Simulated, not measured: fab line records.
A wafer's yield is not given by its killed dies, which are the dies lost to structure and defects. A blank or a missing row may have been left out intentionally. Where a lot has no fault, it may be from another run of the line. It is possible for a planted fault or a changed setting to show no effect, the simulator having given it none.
Split-lot trial + flow n5_finfet + 21 wafers read across 7 lots, on a route 1938 steps long

## THE SPLIT
At N5_BEOL_M13_ILD_DEP_00 (deposits SiOC from DEMS/O2, target thk 837.92 nm, time 166.4 s), the setting time_s was moved away from the recipe's 166.4 s on 6 of the 21 wafers read, by -11.5% to +7.5%. For the rest of the wafers, this setting stayed at what the recipe calls for.

Split to reading: the file shows no intervening step.

## THE READING
M13_ILD_THK (nm), taken at N5_BEOL_M13_THK_MEAS_01. On this fab line, fault-free wafers typically give 840 nm with a standard deviation of 11 nm.

| wafer  | tool, chamber at the split | time_s as run, s | against the recipe | M13_ILD_THK, nm | against lot-mates on the recipe |
|--------|----------------------------|------------------|--------------------|-----------------|---------------------------------|
| L074.1 | pecvd-04, 1                | 147.2            | -11.5%             | 739             | -100                            |
| L074.3 | pecvd-04, 0                | 166.4            | recipe             | 839             | -                               |
| L074.5 | pecvd-04, 0                | 147.2            | -11.5%             | 747             | -92                             |
| L077.3 | pecvd-04, 1                | 166.4            | recipe             | 834             | -                               |
| L077.4 | pecvd-04, 2                | 166.4            | recipe             | 855             | -                               |
| L077.6 | pecvd-04, 0                | 166.4            | recipe             | 847             | -                               |
| L080.2 | pecvd-02, 0                | 166.4            | recipe             | 825             | -                               |
| L080.4 | pecvd-02, 0                | 166.4            | recipe             | 835             | -                               |
| L080.6 | pecvd-02, 0                | 166.4            | recipe             | 841             | -                               |
| L082.1 | pecvd-02, 2                | 166.4            | recipe             | 826             | -                               |
| L082.2 | pecvd-02, 0                | 166.4            | recipe             | 811             | -                               |
| L082.6 | pecvd-02, 2                | 155.8            | -6.4%              | 794             | -24                             |
| L084.2 | pecvd-02, 1                | 166.4            | recipe             | 839             | -                               |
| L084.4 | pecvd-02, 0                | 178.9            | +7.5%              | 895             | +50                             |
| L084.6 | pecvd-02, 1                | 166.4            | recipe             | 852             | -                               |
| L091.2 | pecvd-02, 0                | 172.6            | +3.7%              | 856             | +25                             |
| L091.3 | pecvd-02, 1                | 172.6            | +3.7%              | 868             | +37                             |
| L091.4 | pecvd-02, 0                | 166.4            | recipe             | 831             | -                               |
| L094.1 | pecvd-03, 0                | 166.4            | recipe             | 846             | -                               |
| L094.2 | pecvd-03, 2                | 166.4            | recipe             | 844             | -                               |
| L094.3 | pecvd-03, 1                | 166.4            | recipe             | 828             | -                               |

THE FIT
A straight line over all 21 wafers: M13_ILD_THK changes by +7.82 nm for each +1% of time_s; r = +0.96; the points scatter about the line by 10 nm.
The same after taking each lot's own level away (the mean of its wafers on the recipe; 21 wafers): +7.62 nm for each +1%; r = +0.97; scatter 9.3 nm.
On that fit, the largest move of time_s shifts the reading by 88 nm.
From 818.5 to 845.5 nm: that is the span of the lots' own levels, equal to 2.5 times the standard deviation above.
So the lot-to-lot level changes the slope little: the two slopes agree.
Check: for one of the wafers moved furthest among these (-11.5%), held out of the fit, the line's prediction against its lot-mates is -80.8 nm. Against them it came out at -100 nm.

## THE WHOLE CHAIN: every reading that the file lists as answering this split, in the file's order
| step                    | what it does                                                   | reading                                                                             | change (the file's fit)              | r (the file's) |
|-------------------------|----------------------------------------------------------------|-------------------------------------------------------------------------------------|--------------------------------------|----------------|
| N5_BEOL_M13_ILD_DEP_00  | deposits SiOC from DEMS/O2, target thk 837.92 nm, time 166.4 s | SiOC_of_BEOL_M13_ILD_DEP_00.thk_nm (the simulator's own value, which no gauge read) | +7.18 nm for each +1% of the setting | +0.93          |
| N5_BEOL_M13_THK_MEAS_01 |                                                                | M13_ILD_THK                                                                         | +7.22 for each +1% of the setting    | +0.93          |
| N5_BEOL_M13_VIA_ETCH_16 | etches SiOC in C4F8/O2/Ar, target depth 921.7 nm               | etch.depth_nm (the simulator's own value, which no gauge read)                      | +7.18 nm for each +1% of the setting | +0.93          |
| N5_BEOL_M13_VIA_ETCH_16 | etches SiOC in C4F8/O2/Ar, target depth 921.7 nm               | coat_of_BEOL_M13_COAT_04.thk_nm (the simulator's own value, which no gauge read)    | -2.3 nm for each +1% of the setting  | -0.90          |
| N5_BEOL_M13_STRIP_63    | strips in N2/H2                                                | strip_time_to_endpoint_s                                                            | withheld for each +1% of the setting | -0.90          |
| N5_BEOL_M13_ETCH_38     | etches SiCN in CF4/N2, target depth 67.5 nm, time 71.9 s       | SiOC_of_BEOL_M13_ILD_DEP_00.thk_nm (the simulator's own value, which no gauge read) | +7.04 nm for each +1% of the setting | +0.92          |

## THE FILE'S OWN FIT
M13_ILD_THK changes by +7.22 nm for each +1% of time_s, r = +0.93.
